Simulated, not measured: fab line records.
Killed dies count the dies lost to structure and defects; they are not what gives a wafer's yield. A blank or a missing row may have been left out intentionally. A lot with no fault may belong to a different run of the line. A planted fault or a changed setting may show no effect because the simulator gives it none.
Chamber matching :: flow n5-finfet :: N5_BEOL_M8_STRIP_36 on rie-diel-01 has 4 sister chambers
The step strips in N2/H2. 4 wafers are shown with their chamber, then 10 later ones without.

== WAFERS WITH THEIR CHAMBER ==
wafer: L085.2
chamber: 0
drypump-motor-current-A (A): 5.34

wafer: L088.1
chamber: 3
drypump-motor-current-A (A): 5.24

wafer: L092.1
chamber: 1
drypump-motor-current-A (A): 5.64

wafer: L092.2
chamber: 2
drypump-motor-current-A (A): 5.77

== WAFERS WHOSE CHAMBER IS MISSING ==
wafer: L092.3
drypump-motor-current-A (A): 5.34

wafer: L094.2
drypump-motor-current-A (A): 5.28

wafer: L094.3
drypump-motor-current-A (A): 5.63

wafer: L094.4
drypump-motor-current-A (A): 5.75

wafer: L097.2
drypump-motor-current-A (A): 5.65

wafer: L097.4
drypump-motor-current-A (A): 5.66

wafer: L097.6
drypump-motor-current-A (A): 5.32

wafer: L095.3
drypump-motor-current-A (A): 5.59

wafer: L095.4
drypump-motor-current-A (A): 5.63

wafer: L095.5
drypump-motor-current-A (A): 5.27

== THE CHAMBER EACH PASSED THROUGH ==
wafer: L092.3
from the rows above: 0
in truth: 0

wafer: L094.2
from the rows above: can't be placed: 3 or 0
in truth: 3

wafer: L094.3
from the rows above: 1
in truth: 1

wafer: L094.4
from the rows above: 2
in truth: 2

wafer: L097.2
from the rows above: 1
in truth: 1

wafer: L097.4
from the rows above: 1
in truth: 1

wafer: L097.6
from the rows above: 0
in truth: 0

wafer: L095.3
from the rows above: 1
in truth: 1

wafer: L095.4
from the rows above: 1
in truth: 1

wafer: L095.5
from the rows above: can't be placed: 3 or 0
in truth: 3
Correctly placed: 8 of 10. Unplaceable from these rows: 2, with the true chamber sitting among the candidates in 2. 0 placed wrongly.
How it was worked out, from the rows above alone: a wafer's distance from a chamber is the root of the sum, over the readings, of the square of ((its reading less the chamber's mean) divided by the reading's scatter). The wafer belongs to the nearest chamber; if the next one is less than 2 further off, it can't be placed. A chamber's mean is the mean of its shown wafers. The scatter: root of mean squared gap, hidden wafer to nearest shown wafer, with one shown wafer a chamber.
